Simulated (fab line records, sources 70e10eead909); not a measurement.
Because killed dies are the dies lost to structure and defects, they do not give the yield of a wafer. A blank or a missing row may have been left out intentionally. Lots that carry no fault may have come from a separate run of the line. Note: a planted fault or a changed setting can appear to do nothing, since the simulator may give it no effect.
Which tool is to blame?    flow nand-harc    12 lots with 36 wafers sampled at 4 steps, on a route of 1302 steps

WHAT EACH GAUGE READ, for each wafer
NHARC_P_GATE_CD_MEAS_26: target cd 120 nm. Usual: cd-nm reads 119.9 nm (standard deviation 0.68).
lot   measured      on         cd-nm (nm)         flag
L413  day 5 04:10   cd-sem-03  119.7 119.8 119.3  
L414  day 5 10:09   cd-sem-02  119.7 120.3 120.1  
L415  day 5 20:33   cd-sem-03  120.3 120.0 121.0  
L417  day 6 17:15   cd-sem-03  119.4 119.7 119.8  
L419  day 7 11:40   cd-sem-03  121.1 120.1 120.7  
L421  day 8 12:22   cd-sem-01  120.1 120.2 119.0  
L422  day 8 23:46   cd-sem-03  119.8 119.9 119.3  
L423  day 9 14:36   cd-sem-01  120.1 118.9 119.4  
L424  day 9 19:24   cd-sem-01  119.4 119.3 120.0  
L427  day 10 23:05  cd-sem-02  119.7 119.5 119.6  
L429  day 11 14:30  cd-sem-02  119.9 119.6 120.1  
L435  day 14 10:35  cd-sem-02  120.0 121.3 119.6  

NHARC_P_GATE_CD_MEAS_59: target cd 720 nm. Usual: cd-nm reads 720.3 nm (standard deviation 2.3).
lot   measured      on         cd-nm (nm)         flag
L413  day 5 17:44   cd-sem-02  719.0 721.5 721.8  
L414  day 5 23:45   cd-sem-03  716.9 720.0 718.3  
L415  day 6 12:10   cd-sem-03  720.7 721.9 718.5  
L417  day 7 09:14   cd-sem-01  719.8 718.8 722.4  
L419  day 8 01:16   cd-sem-01  721.4 719.8 720.8  
L421  day 9 08:31   cd-sem-01  719.0 721.7 723.7  
L422  day 9 13:34   cd-sem-03  721.2 721.1 722.5  
L423  day 10 04:21  cd-sem-03  724.5 719.4 722.1  
L424  day 10 15:25  cd-sem-03  718.4 715.6 717.3  
L427  day 11 13:01  cd-sem-03  722.0 722.2 722.1  
L429  day 12 03:56  cd-sem-03  706.0 704.0 700.9  OFF
L435  day 15 00:11  cd-sem-02  719.5 720.7 722.1  

EACH LOT AND THE TOOL THAT RAN IT (in order: tool; ch and the chambers of the sampled wafers; start)
lot   NHARC_P_GATE_HM_OPEN_105                       NHARC_P_GATE_EXPOSE_56
L413  rie-diel-02 ch 0,2,3, day 5 17:35 or earlier   krf-scanner-02 ch 0, day 5 17:35
L414  rie-diel-04 ch 0,1,3, day 5 23:35 or earlier   krf-scanner-02 ch 0, day 5 23:35
L415  rie-diel-09 ch 0,2,3, day 6 12:00 or earlier   krf-scanner-02 ch 0, day 6 12:00
L417  rie-diel-02 ch 0,1,3, day 7 09:05 or earlier   krf-scanner-04 ch 0, day 7 09:05
L419  rie-diel-02 ch 0,1, day 8 01:07 or earlier     krf-scanner-02 ch 0, day 8 01:07
L421  rie-diel-02 ch 2,3, day 9 08:21 or earlier     krf-scanner-02 ch 0, day 9 08:21
L422  rie-diel-02 ch 0,2,3, day 9 13:25 or earlier   krf-scanner-04 ch 0, day 9 13:25
L423  rie-diel-09 ch 0,3, day 10 04:11 or earlier    krf-scanner-02 ch 0, day 10 04:11
L424  rie-diel-09 ch 1,2,3, day 10 15:16 or earlier  krf-scanner-01 ch 0, day 10 15:16
L427  rie-diel-04 ch 1,3, day 11 12:51 or earlier    krf-scanner-01 ch 0, day 11 12:51
L429  rie-diel-02 ch 0,1,2, day 12 03:47 or earlier  krf-scanner-04 ch 0, day 12 03:47
L435  rie-diel-02 ch 0,2,3, day 15 00:02 or earlier  krf-scanner-02 ch 0, day 15 00:02
- NHARC_P_GATE_HM_OPEN_105: chemistry O2/COS, target depth 360 nm.
- NHARC_P_GATE_EXPOSE_56: exposes mask P PSD, target cd 720 nm.

WHAT THE TOOLS THEMSELVES READ (means of the sampled wafers that have a number; where no wafer has one, the mark that the record gives instead)
NHARC_P_GATE_HM_OPEN_105. Usual: drypump-motor-current-A 5.9 A, standard deviation 0.56; oes-product-au 0.998 a.u., standard deviation 0.017; rf-vpp-V 467.1 V, standard deviation 2.6; showerhead-plenum-p-Torr 3.12 Torr, standard deviation 0.12; throttle-valve-pct 28.331 %, standard deviation 0.0088.
lot   tool         drypump-motor-current-A (A)  oes-product-au (a.u.)  rf-vpp-V (V)  showerhead-plenum-p-Torr (Torr)  throttle-valve-pct (%)  flag
L413  rie-diel-02  5.9                          0.982                  469.5         3.22                             28.326                  
L414  rie-diel-04  5.7                          1.012                  466.2         3.12                             28.333                  
L415  rie-diel-09  5.8                          0.985                  466.7         3.08                             28.327                  
L417  rie-diel-02  6.0                          0.996                  467.4         3.16                             28.344                  
L419  rie-diel-02  6.2                          1.012                  465.3         3.04                             28.328                  
L421  rie-diel-02  6.2                          0.996                  469.1         3.21                             28.331                  
L422  rie-diel-02  5.9                          0.996                  469.1         3.21                             28.330                  
L423  rie-diel-09  6.4                          1.004                  467.9         3.13                             28.324                  
L424  rie-diel-09  5.9                          1.003                  465.4         3.04                             28.322                  
L427  rie-diel-04  5.5                          0.996                  466.6         3.06                             28.326                  
L429  rie-diel-02  6.2                          0.990                  465.8         3.09                             28.328                  
L435  rie-diel-02  5.9                          0.991                  468.9         3.21                             28.342                  

THE ANSWER, worked out from the rows above alone
Rule: a lot is off if the mean of its wafers that have a number lies more than 3 standard deviations from the usual mean. Also off: a lot with no number at a reading for which 4 or more lots have one. Any other lot the step has rows for is counted as sound. The gauges are gone through in route order, then the tools' own readings, and for those a lot's mean is taken as printed above. The first step at which some lot is off is used, and at that step the reading that is off furthest; a lot without a number counts as furthest.
Off: L429, at NHARC_P_GATE_CD_MEAS_59 (cd-nm).
A tool fits if, at a process step before that reading, it ran every lot that is off, and no sound lot after the first of them. Gauges at NHARC_P_GATE_CD_MEAS_59: tried the same way as those tools. With no start given for some of its lots, NHARC_P_GATE_HM_OPEN_105 uses the hours and lot order of NHARC_P_GATE_EXPOSE_56. Undecided on this evidence; 2 tools fit (krf-scanner-04 at NHARC_P_GATE_EXPOSE_56, cd-sem-03 at NHARC_P_GATE_CD_MEAS_59).

WHAT HAD BEEN PUT IN BY THE SIMULATOR
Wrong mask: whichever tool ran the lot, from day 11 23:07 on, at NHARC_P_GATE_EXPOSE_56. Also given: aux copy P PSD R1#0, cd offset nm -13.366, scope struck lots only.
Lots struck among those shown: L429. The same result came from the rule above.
